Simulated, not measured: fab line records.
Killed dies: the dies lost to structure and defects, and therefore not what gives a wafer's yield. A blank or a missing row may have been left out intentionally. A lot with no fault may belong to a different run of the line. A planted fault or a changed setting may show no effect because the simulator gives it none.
Matching of chambers | flow n5_finfet | rie_diel-04 running N5_BEOL_M12_ETCH_38: 4 sister chambers
The step etches SiCN in CF4/N2, target depth 68.7 nm, time 73.4 s. 14 wafers are shown with their chamber, then 7 later ones without.

## WAFERS PAIRED WITH THEIR CHAMBERS
wafer  | chamber | showerhead_plenum_p_Torr (Torr) | drypump_motor_current_A (A) | rf_vpp_V (V)
L078.1 | 2       | 2.13                            | 5.6                         | 380.1
L078.4 | 1       | 2.25                            | 6.7                         | 383.2
L078.6 | 3       | 2.24                            | 6.3                         | 383.0
L083.3 | 0       | 2.09                            | 6.0                         | 379.6
L083.4 | 1       | 2.25                            | 6.6                         | 382.7
L083.6 | 0       | 2.09                            | 6.0                         | 380.0
L082.1 | 2       | 2.13                            | 5.5                         | 380.0
L082.2 | 3       | 2.24                            | 6.3                         | 384.1
L082.3 | 0       | 2.09                            | 6.0                         | 379.5
L082.4 | 1       | 2.25                            | 6.6                         | 385.4
L082.5 | 3       | 2.24                            | 6.3                         | 384.0
L082.6 | 2       | 2.13                            | 5.5                         | 381.1
L088.2 | 1       | 2.25                            | 6.6                         | 384.5
L088.4 | 2       | 2.12                            | 5.5                         | 380.8

SIGNATURES, as means of the wafers listed above
reading                  | chamber 0 | chamber 1 | chamber 2 | chamber 3 | scatter within a chamber
showerhead_plenum_p_Torr | 2.0900    | 2.2500    | 2.1275    | 2.2400    | 0.00274
drypump_motor_current_A  | 6.000     | 6.625     | 5.525     | 6.300     | 0.0387
rf_vpp_V                 | 379.700   | 383.950   | 380.500   | 383.700   | 0.792
Rule: for a wafer and a chamber, the distance is found by dividing, reading by reading, the gap between the wafer's reading and the chamber's mean by the reading's scatter, squaring, summing and taking the root. The wafer belongs to the nearest chamber; if the next one is less than 2 further off, it can't be placed. The scatter is the square root of a quotient: the sum, over the shown wafers, of each reading's squared deviation from its chamber's mean, divided by wafers minus chambers.

## WAFERS MISSING THEIR CHAMBER
wafer  | showerhead_plenum_p_Torr (Torr) | drypump_motor_current_A (A) | rf_vpp_V (V)
L088.6 | 2.24                            | 6.3                         | 383.1
L090.2 | 2.24                            | 6.3                         | 383.7
L090.4 | 2.12                            | 5.5                         | 379.9
L090.6 | 2.24                            | 6.3                         | 383.0
L091.3 | 2.09                            | 6.0                         | 377.8
L091.4 | 2.12                            | 5.5                         | 380.5
L091.6 | 2.09                            | 6.0                         | 379.5

## WHICH CHAMBER EACH ONE RAN IN
wafer  | from the rows above | in truth
L088.6 | 3                   | 3
L090.2 | 3                   | 3
L090.4 | 2                   | 2
L090.6 | 3                   | 3
L091.3 | 0                   | 0
L091.4 | 2                   | 2
L091.6 | 0                   | 0
7 of 7 placed correctly. Left unplaced by these rows: 0. Placed wrongly: 0.
